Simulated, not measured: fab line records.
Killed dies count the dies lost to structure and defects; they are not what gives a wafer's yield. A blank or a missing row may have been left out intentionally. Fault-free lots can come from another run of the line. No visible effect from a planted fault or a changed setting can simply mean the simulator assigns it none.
Chamber matching || flow nand_harc || rie_diel-04 running NHARC_A_STAIRCASE_DESCUM_291: 4 sister chambers
The step chemistry O2, time 3 s. 22 wafers are shown with their chamber, then 11 later ones without.

WAFERS PAIRED WITH THEIR CHAMBERS
{"wafer": "L077.2", "chamber": 1, "showerhead_plenum_p_Torr (Torr)": 1.92, "throttle_valve_pct (%)": 11.314, "oes_product_au (a.u.)": 1.006}
{"wafer": "L077.4", "chamber": 2, "showerhead_plenum_p_Torr (Torr)": 1.95, "throttle_valve_pct (%)": 11.315, "oes_product_au (a.u.)": 0.993}
{"wafer": "L077.6", "chamber": 3, "showerhead_plenum_p_Torr (Torr)": 1.80, "throttle_valve_pct (%)": 11.300, "oes_product_au (a.u.)": 1.010}
{"wafer": "L079.1", "chamber": 2, "showerhead_plenum_p_Torr (Torr)": 1.95, "throttle_valve_pct (%)": 11.307, "oes_product_au (a.u.)": 1.013}
{"wafer": "L079.3", "chamber": 0, "showerhead_plenum_p_Torr (Torr)": 1.95, "throttle_valve_pct (%)": 11.319, "oes_product_au (a.u.)": 0.999}
{"wafer": "L079.6", "chamber": 2, "showerhead_plenum_p_Torr (Torr)": 1.95, "throttle_valve_pct (%)": 11.299, "oes_product_au (a.u.)": 1.016}
{"wafer": "L080.1", "chamber": 2, "showerhead_plenum_p_Torr (Torr)": 1.94, "throttle_valve_pct (%)": 11.309, "oes_product_au (a.u.)": 0.988}
{"wafer": "L080.5", "chamber": 1, "showerhead_plenum_p_Torr (Torr)": 1.91, "throttle_valve_pct (%)": 11.318, "oes_product_au (a.u.)": 0.992}
{"wafer": "L080.6", "chamber": 3, "showerhead_plenum_p_Torr (Torr)": 1.80, "throttle_valve_pct (%)": 11.303, "oes_product_au (a.u.)": 0.992}
{"wafer": "L084.1", "chamber": 3, "showerhead_plenum_p_Torr (Torr)": 1.80, "throttle_valve_pct (%)": 11.295, "oes_product_au (a.u.)": 1.006}
{"wafer": "L084.2", "chamber": 2, "showerhead_plenum_p_Torr (Torr)": 1.94, "throttle_valve_pct (%)": 11.316, "oes_product_au (a.u.)": 0.992}
{"wafer": "L084.6", "chamber": 0, "showerhead_plenum_p_Torr (Torr)": 1.95, "throttle_valve_pct (%)": 11.323, "oes_product_au (a.u.)": 0.984}
{"wafer": "L083.2", "chamber": 3, "showerhead_plenum_p_Torr (Torr)": 1.80, "throttle_valve_pct (%)": 11.324, "oes_product_au (a.u.)": 1.018}
{"wafer": "L083.3", "chamber": 2, "showerhead_plenum_p_Torr (Torr)": 1.94, "throttle_valve_pct (%)": 11.312, "oes_product_au (a.u.)": 0.995}
{"wafer": "L083.4", "chamber": 1, "showerhead_plenum_p_Torr (Torr)": 1.91, "throttle_valve_pct (%)": 11.312, "oes_product_au (a.u.)": 1.008}
{"wafer": "L087.2", "chamber": 2, "showerhead_plenum_p_Torr (Torr)": 1.94, "throttle_valve_pct (%)": 11.305, "oes_product_au (a.u.)": 0.986}
{"wafer": "L087.3", "chamber": 0, "showerhead_plenum_p_Torr (Torr)": 1.94, "throttle_valve_pct (%)": 11.304, "oes_product_au (a.u.)": 0.988}
{"wafer": "L087.4", "chamber": 3, "showerhead_plenum_p_Torr (Torr)": 1.79, "throttle_valve_pct (%)": 11.312, "oes_product_au (a.u.)": 0.997}
{"wafer": "L091.1", "chamber": 0, "showerhead_plenum_p_Torr (Torr)": 1.94, "throttle_valve_pct (%)": 11.313, "oes_product_au (a.u.)": 0.996}
{"wafer": "L091.3", "chamber": 1, "showerhead_plenum_p_Torr (Torr)": 1.91, "throttle_valve_pct (%)": 11.308, "oes_product_au (a.u.)": 0.986}
{"wafer": "L091.5", "chamber": 0, "showerhead_plenum_p_Torr (Torr)": 1.94, "throttle_valve_pct (%)": 11.309, "oes_product_au (a.u.)": 0.997}
{"wafer": "L090.1", "chamber": 0, "showerhead_plenum_p_Torr (Torr)": 1.94, "throttle_valve_pct (%)": 11.320, "oes_product_au (a.u.)": 1.000}

SIGNATURES, as means of the wafers listed above
{"reading": "showerhead_plenum_p_Torr", "chamber 0": 1.9433, "chamber 1": 1.9125, "chamber 2": 1.9443, "chamber 3": 1.7980, "scatter within a chamber": 0.00505}
{"reading": "throttle_valve_pct", "chamber 0": 11.31467, "chamber 1": 11.31300, "chamber 2": 11.30900, "chamber 3": 11.30680, "scatter within a chamber": 0.00765}
{"reading": "oes_product_au", "chamber 0": 0.99400, "chamber 1": 0.99800, "chamber 2": 0.99757, "chamber 3": 1.00460, "scatter within a chamber": 0.0101}
Rule: a wafer lies at a distance from a chamber equal to the root of the sum of squares, over the readings, of (its reading less the chamber's mean, divided by the reading's scatter). If the next closest chamber is less than 2 further off than the closest, the wafer can't be placed; otherwise it belongs to the closest. The scatter: take each reading less its chamber's mean, square it, sum over the shown wafers, divide by the number of wafers less the number of chambers, and take the root.

WAFERS MISSING THEIR CHAMBER
{"wafer": "L090.2", "showerhead_plenum_p_Torr (Torr)": 1.91, "throttle_valve_pct (%)": 11.314, "oes_product_au (a.u.)": 0.990}
{"wafer": "L090.4", "showerhead_plenum_p_Torr (Torr)": 1.94, "throttle_valve_pct (%)": 11.297, "oes_product_au (a.u.)": 0.991}
{"wafer": "L094.1", "showerhead_plenum_p_Torr (Torr)": 1.79, "throttle_valve_pct (%)": 11.288, "oes_product_au (a.u.)": 1.003}
{"wafer": "L094.3", "showerhead_plenum_p_Torr (Torr)": 1.93, "throttle_valve_pct (%)": 11.321, "oes_product_au (a.u.)": 0.999}
{"wafer": "L094.5", "showerhead_plenum_p_Torr (Torr)": 1.79, "throttle_valve_pct (%)": 11.317, "oes_product_au (a.u.)": 1.017}
{"wafer": "L093.2", "showerhead_plenum_p_Torr (Torr)": 1.93, "throttle_valve_pct (%)": 11.295, "oes_product_au (a.u.)": 0.991}
{"wafer": "L093.3", "showerhead_plenum_p_Torr (Torr)": 1.79, "throttle_valve_pct (%)": 11.310, "oes_product_au (a.u.)": 1.009}
{"wafer": "L093.5", "showerhead_plenum_p_Torr (Torr)": 1.94, "throttle_valve_pct (%)": 11.309, "oes_product_au (a.u.)": 0.996}
{"wafer": "L097.2", "showerhead_plenum_p_Torr (Torr)": 1.93, "throttle_valve_pct (%)": 11.306, "oes_product_au (a.u.)": 0.975}
{"wafer": "L097.4", "showerhead_plenum_p_Torr (Torr)": 1.79, "throttle_valve_pct (%)": 11.311, "oes_product_au (a.u.)": 0.981}
{"wafer": "L097.5", "showerhead_plenum_p_Torr (Torr)": 1.93, "throttle_valve_pct (%)": 11.301, "oes_product_au (a.u.)": 0.987}

THE CHAMBER EACH PASSED THROUGH
{"wafer": "L090.2", "from the rows above": 1, "in truth": 1}
{"wafer": "L090.4", "from the rows above": "can't be placed: 2 or 0", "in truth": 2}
{"wafer": "L094.1", "from the rows above": 3, "in truth": 3}
{"wafer": "L094.3", "from the rows above": "can't be placed: 0 or 2 or 1", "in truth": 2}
{"wafer": "L094.5", "from the rows above": 3, "in truth": 3}
{"wafer": "L093.2", "from the rows above": "can't be placed: 2 or 0 or 1", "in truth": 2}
{"wafer": "L093.3", "from the rows above": 3, "in truth": 3}
{"wafer": "L093.5", "from the rows above": "can't be placed: 2 or 0", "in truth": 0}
{"wafer": "L097.2", "from the rows above": "can't be placed: 0 or 2 or 1", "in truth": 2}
{"wafer": "L097.4", "from the rows above": 3, "in truth": 3}
{"wafer": "L097.5", "from the rows above": "can't be placed: 2 or 0 or 1", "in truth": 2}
Correct placement for 5 of the 11. Unplaceable from these rows: 6, with the true chamber sitting among the candidates in 6. Placed wrongly: 0.
